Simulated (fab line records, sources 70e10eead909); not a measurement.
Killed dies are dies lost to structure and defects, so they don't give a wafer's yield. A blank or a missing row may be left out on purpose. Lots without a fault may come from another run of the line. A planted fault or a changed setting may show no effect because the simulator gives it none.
A struck lot beside a sound one | flow nand_harc | 14 steps out of a route of 1159
Sound: wafers L860.2, L860.5, L860.6. Struck: wafer L854.3. (L854.1, L854.2 of the same lot were not struck and are left out.) The cause comes at the end.
At each step with rows: each side's tool, then ch and its chambers, then its first start. Under that, the readings that differ: sound wafers | struck wafers | difference of the means | sigmas: that difference in standard deviations of wafers without a fault.
alike: readings whose means differ by less than 2 such deviations, and words and numbers that are the same on both sides. not compared: withheld readings, readings that some wafer has no value for, bounds like >300 that may hide the same value, and numbers for which the record gives no deviation and whose values overlap.
The two part at a step that has a row with sigmas, a row that says differs or no value, or rows on one side only. Numbers that don't overlap but have no deviation are shown without sigmas and don't part them. A reading that every wafer of one side lacks parts them only if that side has two wafers or more.

first, 1 step without rows for these wafers: NHARC_A_STAIRCASE_DESCUM_219 (chemistry O2, time 3 s).
NHARC_A_STAIRCASE_TRIM_220: chemistry O2, time 211.2 s.
  sound on rie_diel-03 ch 1,2, day 14 17:19; struck on rie_diel-12 ch 3, day 14 04:06
  alike: drypump_motor_current_A, oes_product_au, rf_vpp_V, showerhead_plenum_p_Torr, throttle_valve_pct
  not compared: rf_hours_counter_h
NHARC_A_STAIRCASE_ETCH_221: etches the open film in C4F8/O2, target depth 100 nm, time 40.5 s.
  sound on rie_diel-03 ch 0,1,3; struck on rie_diel-12 ch 1
  alike: oes_product_au, rf_vpp_V
  not compared: rf_hours_counter_h
then, 4 steps without rows for these wafers: NHARC_A_STAIRCASE_TRIM_222 (chemistry O2, time 211.2 s); NHARC_A_STAIRCASE_ETCH_223 (etches the open film in C4F8/O2, target depth 100 nm, time 40.5 s); NHARC_A_STAIRCASE_TRIM_224 (chemistry O2, time 211.2 s); NHARC_A_STAIRCASE_ETCH_225 (etches the open film in C4F8/O2, target depth 100 nm, time 40.5 s).
NHARC_A_STAIRCASE_TRIM_226: chemistry O2, time 211.2 s.
  sound on rie_diel-03 ch 2,3; struck on rie_diel-12 ch 1
  alike: drypump_motor_current_A, oes_product_au, rf_vpp_V, showerhead_plenum_p_Torr, throttle_valve_pct
  not compared: rf_hours_counter_h
then, 1 step without rows for these wafers: NHARC_A_STAIRCASE_ETCH_227 (etches the open film in C4F8/O2, target depth 100 nm, time 40.5 s).
NHARC_A_STAIRCASE_TRIM_229: chemistry O2, time 211.2 s.
  sound on rie_diel-12 ch 2,3, day 14 18:34; struck on rie_diel-03 ch 2, day 14 05:08
  alike: drypump_motor_current_A, oes_product_au, rf_vpp_V, showerhead_plenum_p_Torr, throttle_valve_pct
  not compared: rf_hours_counter_h
then, 1 step without rows for these wafers: NHARC_A_STAIRCASE_ETCH_230 (etches the open film in C4F8/O2, target depth 100 nm, time 40.5 s).
NHARC_A_STAIRCASE_TRIM_231: chemistry O2, time 211.2 s.
  sound on rie_diel-12 ch 0,1,2, day 14 18:51; struck on rie_diel-03 ch 3, day 14 05:25
  reading               | sound             | struck | difference | sigmas
  oes_product_au (a.u.) | 0.974 0.990 1.004 | 1.224  | +0.235     | +18
  alike: drypump_motor_current_A, rf_vpp_V, showerhead_plenum_p_Torr, throttle_valve_pct
  not compared: rf_hours_counter_h
NHARC_A_STAIRCASE_ETCH_232: etches the open film in C4F8/O2, target depth 100 nm, time 40.5 s.
  sound on rie_diel-12 ch 0,1; struck on rie_diel-03 ch 1
  alike: oes_product_au, rf_vpp_V
  not compared: rf_hours_counter_h
-- the record jumps here: 8 days lie between the struck wafers' starts before and after (it left off in module A_STAIRCASE and takes up again in module END, whose first step shown is number 1159 of the route) --
NHARC_END_SORT_01:
  the record has rows for the struck wafers here (prober-01 ch 0, day 22 06:06) and none for the sound ones

WHERE THEY PART
First at NHARC_A_STAIRCASE_TRIM_231; last, within this record, at NHARC_END_SORT_01.

WHY: what the simulator had put in
Process parameter drift: rie_diel-03, from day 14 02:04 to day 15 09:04, at NHARC_A_STAIRCASE_TRIM_231. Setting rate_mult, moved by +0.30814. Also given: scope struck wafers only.
